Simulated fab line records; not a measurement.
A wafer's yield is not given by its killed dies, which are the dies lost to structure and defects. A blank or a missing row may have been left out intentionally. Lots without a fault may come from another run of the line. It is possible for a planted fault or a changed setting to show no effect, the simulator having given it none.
A lot that was struck, set against a sound lot + flow nandHarc + 33 out of 1159 route steps
Sound: wafers L654.1, L654.2, L654.4. Struck: wafers L658.2, L658.3 (left out: L658.1, a lot-mate that was not struck); the cause follows at the end.
Each step with rows lists, per side, the tool, then ch with its chambers, then its first start. Under that, the readings that differ: sound wafers + struck wafers + difference of the means + sigmas: that difference in standard deviations of wafers without a fault.
alike: a reading whose means differ by less than 2 such deviations, as well as words and numbers matching on both sides. not compared: withheld readings; readings where some wafer has no value; bounds like >300 that might hide an equal value; numbers whose values overlap and for which the record gives no deviation.
Wherever a step has rows on one side only, a row that says differs or no value, or a row with sigmas, the two part there. Non-overlapping numbers with no deviation appear without sigmas and do not part them. A reading that every wafer of one side lacks parts them only if that side has two wafers or more.

first, 3 steps without rows for these wafers: NHARC_A_CHANNEL_HOLE_D1_EXPOSE_07 (exposes mask HOLE D1, target cd 100 nm); NHARC_A_CHANNEL_HOLE_D1_PEB_08 (peb time 65 s); NHARC_A_CHANNEL_HOLE_D1_DEVELOP_09 (develop time 35 s).
NHARC_A_CHANNEL_HOLE_D1_CD_MEAS_10 targets a cd of 100 nm.
  sound on cdSem-03 ch 0, day 9 08:11; struck on cdSem-02 ch 0, day 10 16:40
  alike: cdNm
NHARC_A_CHANNEL_HOLE_D1_OVL_MEAS_11:
  sound on overlay-01 at day 9 08:16; struck on overlay-02 at day 10 16:46
| reading         | sound          | struck  | difference | sigmas |
|-----------------|----------------|---------|------------|--------|
| overlayYNm (nm) | -0.7 -0.6 -0.9 | 0.5 1.1 | +1.5       | +2     |
  alike: overlayXNm
NHARC_A_CHANNEL_HOLE_D1_INSPECT_12:
  sound on defectInspect-01 at day 9 08:19; struck on defectInspect-02 at day 10 16:47
  alike: rawDefectCount
then, 3 steps without rows for these wafers: NHARC_A_CHANNEL_HOLE_D1_DESCUM_15 (chemistry O2, time 3 s); NHARC_A_CHANNEL_HOLE_D1_ETCH_38 (etches the open film in CF4, target depth 39 nm, time 65 s); NHARC_A_CHANNEL_HOLE_D1_ETCH_39 (etches the open film in N2/H2, target depth 260 nm, time 325 s).
NHARC_A_CHANNEL_HOLE_D1_ETCH_34: etches the open film in CF4/CHF3, target depth 154 nm, time 77 s.
  sound: rieDiel-06 ch 0,1,2; struck: rieDiel-06 ch 0,1
| reading             | sound             | struck      | difference | sigmas |
|---------------------|-------------------|-------------|------------|--------|
| oesProductAu (a.u.) | 0.910 0.924 0.911 | 0.963 0.985 | +0.059     | +2     |
| rfHoursCounterH (h) | 10 9 10           | 12 13       | +3         |        |
  alike: drypumpMotorCurrentA, rfVppV, showerheadPlenumPTorr, throttleValvePct
then, 1 step without rows for these wafers: NHARC_A_CHANNEL_HOLE_D1_ETCH_16 (etches the open film in O2/COS, target depth 3100 nm, time 806 s).
NHARC_A_CHANNEL_HOLE_D1_CD_MEAS_18:
  sound on cdSem-02 at day 9 09:28; struck on cdSem-03 at day 10 17:58
  alike: cdNm
NHARC_A_CHANNEL_HOLE_D1_ETCH_19: etches the open film in C4F8/O2/Ar, time 34.5 s.
  sound on harEtch-01 ch 0,1, day 9 09:34; struck on harEtch-02 ch 1, day 10 18:03
| reading                  | sound       | struck  | difference | sigmas |
|--------------------------|-------------|---------|------------|--------|
| drypumpMotorCurrentA (A) | 5.5 5.6 5.6 | 6.7 6.6 | +1.1       | +2     |
  alike: escClampCurrentUA, showerheadPlenumPTorr, throttleValvePct
  not compared: rfHoursCounterH
NHARC_A_CHANNEL_HOLE_D1_ETCH_20: etches the open film in C4F8/O2/Ar, time 361.9 s, target depth 1600 nm.
  sound on harEtch-01 ch 0,1, day 9 09:40; struck on harEtch-02 ch 1, day 10 18:10
| reading                  | sound       | struck  | difference | sigmas |
|--------------------------|-------------|---------|------------|--------|
| drypumpMotorCurrentA (A) | 5.5 5.6 5.6 | 6.6 6.6 | +1.0       | +2     |
  alike: escClampCurrentUA, showerheadPlenumPTorr, throttleValvePct
  not compared: rfHoursCounterH
then, 1 step without rows for these wafers: NHARC_A_CHANNEL_HOLE_D1_ETCH_21 (etches the open film in C4F8/O2/Ar, time 514.3 s, target depth 1600 nm).
NHARC_A_CHANNEL_HOLE_D1_ETCH_22: etches the open film in C4F8/O2/Ar, time 666.7 s, target depth 1600 nm.
  sound on harEtch-01 ch 0,1, day 9 10:26; struck on harEtch-02 ch 1, day 10 18:55
| reading                  | sound       | struck  | difference | sigmas |
|--------------------------|-------------|---------|------------|--------|
| drypumpMotorCurrentA (A) | 5.5 5.6 5.6 | 6.6 6.6 | +1.0       | +2     |
  alike: escClampCurrentUA, showerheadPlenumPTorr, throttleValvePct
  not compared: rfHoursCounterH
then, 4 steps without rows for these wafers: NHARC_A_CHANNEL_HOLE_D1_ETCH_23 (etches the open film in C4F8/O2/Ar, time 819 s, target depth 1600 nm); NHARC_A_CHANNEL_HOLE_D1_ETCH_24 (etches the open film in C4F8/O2/Ar, time 906.2 s, target depth 1500 nm); NHARC_A_CHANNEL_HOLE_D1_ETCH_25 (etches the open film in C4F8/O2/Ar, time 1040.2 s, target depth 1500 nm); NHARC_A_CHANNEL_HOLE_D1_ETCH_26 (etches the open film in C4F8/O2/Ar, time 224.1 s, target depth 300 nm).
NHARC_A_CHANNEL_HOLE_D1_ETCH_33: etches the open film in C4F8/O2/Ar, time 90 s, target depth 400 nm.
  sound on harEtch-01 ch 0,1, day 9 13:34; struck on harEtch-02 ch 1, day 10 22:03
| reading                  | sound       | struck  | difference | sigmas |
|--------------------------|-------------|---------|------------|--------|
| drypumpMotorCurrentA (A) | 5.5 5.6 5.6 | 6.7 6.7 | +1.1       | +2     |
  alike: escClampCurrentUA, showerheadPlenumPTorr, throttleValvePct
  not compared: rfHoursCounterH
then, 7 steps without rows for these wafers: NHARC_A_CHANNEL_HOLE_D1_STRIP_41 (strips in N2/H2); NHARC_A_CHANNEL_HOLE_D1_STRIP_42 (strips in CF4/CHF3); NHARC_A_CHANNEL_HOLE_D1_STRIP_43 (strips in O2/COS); NHARC_A_CHANNEL_HOLE_D1_ETCH_44 (etches the open film in CF4/O2, target depth 140 nm, overetch 14 nm, time 77 s); NHARC_A_CHANNEL_HOLE_D1_STRIP_27 (strips in O2); NHARC_A_CHANNEL_HOLE_D1_PRECLEAN_28 (cleans in SC1); NHARC_A_CHANNEL_HOLE_D1_SRD_29.
NHARC_A_CHANNEL_HOLE_D1_CD_MEAS_30:
  sound on cdSem-01 at day 9 15:34; struck on cdSem-02 at day 10 23:37
  alike: cdNm
NHARC_A_CHANNEL_HOLE_D1_XSEM_31:
  sound on xsem-02 ch 0, day 9 15:40; struck on xsem-01 ch 0, day 10 23:42
  alike: botCdNm, bowNm, tiltDeg
NHARC_A_CHANNEL_HOLE_D1_INSPECT_40:
  sound on defectInspect-02 at day 9 15:46; struck on defectInspect-02 at day 10 23:48
| reading        | sound    | struck  | difference | sigmas |
|----------------|----------|---------|------------|--------|
| rawDefectCount | 48 70 44 | 434 407 | +366       | +23    |
then, 1 step without rows for these wafers: NHARC_A_CHANNEL_FILL_D1_PRECLEAN_00 (cleans in SC1).
-- the record jumps here: 14 days lie between the struck wafers' starts before and after (it left off in module A_CHANNEL_FILL_D1 and takes up again in module END, whose first step shown is number 1159 of the route) --
NHARC_END_SORT_01:
  sound on prober-02 ch 0, day 23 19:53; struck on prober-01 ch 0, day 24 12:28
| reading       | sound    | struck | difference | sigmas |
|---------------|----------|--------|------------|--------|
| killedAtArray | 23 26 16 | 87 88  | +66        | +5     |
| killedDies    | 26 27 17 | 89 92  | +67        | +6     |
  alike: killedAtOther, killedAtPeriphery, killedOpen, killedShort

## WHERE THEY PART
Last at NHARC_END_SORT_01 as far as this record goes, first at NHARC_A_CHANNEL_HOLE_D1_OVL_MEAS_11.

WHY: the cause the simulator had injected
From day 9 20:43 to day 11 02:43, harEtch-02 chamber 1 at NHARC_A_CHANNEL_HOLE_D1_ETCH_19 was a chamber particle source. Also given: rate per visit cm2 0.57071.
